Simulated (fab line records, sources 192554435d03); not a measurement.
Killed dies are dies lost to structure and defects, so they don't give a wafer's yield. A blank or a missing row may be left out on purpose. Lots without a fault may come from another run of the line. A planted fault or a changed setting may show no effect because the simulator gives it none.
A struck lot beside a sound one | flow n5_finfet | 18 steps out of a route of 1938
Sound: wafers L828.1, L828.5, L828.6. Struck: wafer L834.6. (L834.3, L834.5 of the same lot were not struck and are left out.) The cause comes at the end.
At each step with rows: each side's tool, then ch and its chambers, then its first start. Under that, the readings that differ: sound wafers | struck wafers | difference of the means | sigmas: that difference in standard deviations of wafers without a fault.
alike: readings whose means differ by less than 2 such deviations, and words and numbers that are the same on both sides. not compared: withheld readings, readings that some wafer has no value for, bounds like >300 that may hide the same value, and numbers for which the record gives no deviation and whose values overlap.
The two part at a step that has a row with sigmas, a row that says differs or no value, or rows on one side only. Numbers that don't overlap but have no deviation are shown without sigmas and don't part them. A reading that every wafer of one side lacks parts them only if that side has two wafers or more.

first, 1 step without rows for these wafers: N5_BEOL_M1_ANNEAL_82 (time 240 s).
N5_BEOL_M1_SPUTTER_86: material Cu, target thk 4.5 nm, time 8.29 s.
  sound on pvd_sputter-02, day 8 12:02; struck on pvd_sputter-02, day 9 18:56
  alike: throttle_valve_pct
N5_BEOL_M1_ANNEAL_87: time 240 s.
  sound on pvd_sputter-02, day 8 12:07; struck on pvd_sputter-02, day 9 19:01
  alike: heater_power_w
then, 1 step without rows for these wafers: N5_BEOL_M1_SPUTTER_88 (material Cu, target thk 4.5 nm, time 8.29 s).
N5_BEOL_M1_ANNEAL_89: time 240 s.
  sound on pvd_sputter-02, day 8 12:20; struck on pvd_sputter-02, day 9 19:14
  alike: heater_power_w
then, 3 steps without rows for these wafers: N5_BEOL_M1_SPUTTER_90 (material Cu, target thk 4.5 nm, time 8.29 s); N5_BEOL_M1_ANNEAL_91 (time 240 s); N5_BEOL_M1_SPUTTER_92 (material Cu, target thk 4.5 nm, time 8.29 s).
N5_BEOL_M1_ANNEAL_93: time 240 s.
  sound on pvd_sputter-02, day 8 12:47; struck on pvd_sputter-02, day 9 19:41
  alike: heater_power_w
then, 2 steps without rows for these wafers: N5_BEOL_M1_SPUTTER_94 (material Cu, target thk 4.5 nm, time 8.29 s); N5_BEOL_M1_ANNEAL_95 (time 240 s).
N5_BEOL_M1_SPUTTER_96: material Cu, target thk 4.5 nm, time 8.29 s.
  sound on pvd_sputter-02, day 8 13:08; struck on pvd_sputter-02, day 9 20:02
  alike: throttle_valve_pct
N5_BEOL_M1_ECD_50: material Cu, target thk 300 nm.
  sound on ecd_cu-02 ch 0,1, day 8 13:16; struck on ecd_cu-01 ch 1, day 9 20:11
  reading                                | sound           | struck | difference | sigmas
  model.Cu_of_BEOL_M1_ECD_50.thk_nm (nm) | 301.6 298 297.6 | 401.6  | +102.5     |
then, 1 step without rows for these wafers: N5_BEOL_M1_ANNEAL_51 (time 90 s).
N5_BEOL_M1_CMP_52: polishes, stops on SiOC, t overpolish 6.8 s, target thk 40 nm.
  sound on cmp-02 ch 0,3, day 8 13:49; struck on cmp-02 ch 2, day 9 20:37
  reading                | sound       | struck | difference | sigmas
  motor_current_A (A)    | 7.7 6.5 8.0 | 5.3    | -2.1       | -3
  time_to_endpoint_s (s) | 66 55 61    | 82     | +21        | +6
N5_BEOL_M1_THK_MEAS_53: measures by xrf.
  sound on film_metro-02, day 8 14:04; struck on film_metro-02, day 9 20:50
  alike: M1_THK
-- the record jumps here: 3 days lie between the struck wafers' starts before and after (it left off in module BEOL_M1 and takes up again in module BEOL_M4, whose first step shown is number 1111 of the route) --
N5_BEOL_M4_RC_MEAS_101:
  sound on prober-02 ch 0, day 11 16:52; struck on prober-01 ch 0, day 13 00:32
  alike: DIBL_N, DIBL_P, IOFF_N, IOFF_P, ION_N, ION_P, SS_N, SS_P, VT_N, VT_P
-- the record jumps here: 5 days lie between the struck wafers' starts before and after (it left off in module BEOL_M4 and takes up again in module PASSIVATION, whose first step shown is number 1936 of the route) --
N5_PASSIVATION_PROBE_49:
  sound on prober-01, day 16 17:59; struck on prober-01, day 17 17:27
  reading                 | sound       | struck | difference | sigmas
  sort_bin_5_function (%) | 4.9 6.2 6.3 | 3.7    | -2.1       | -2
  alike: defect_limited_yield, killed_at_M0_to_M3, killed_at_M4_up, killed_at_contacts, killed_at_front_end, killed_at_other, killed_dies, killed_open, killed_short, sort_bin_6_memory, sort_bin_8_speed, sort_n_pass, sort_yield_pct

WHERE THEY PART
First at N5_BEOL_M1_CMP_52; last, within this record, at N5_PASSIVATION_PROBE_49.

WHY: what the simulator had put in
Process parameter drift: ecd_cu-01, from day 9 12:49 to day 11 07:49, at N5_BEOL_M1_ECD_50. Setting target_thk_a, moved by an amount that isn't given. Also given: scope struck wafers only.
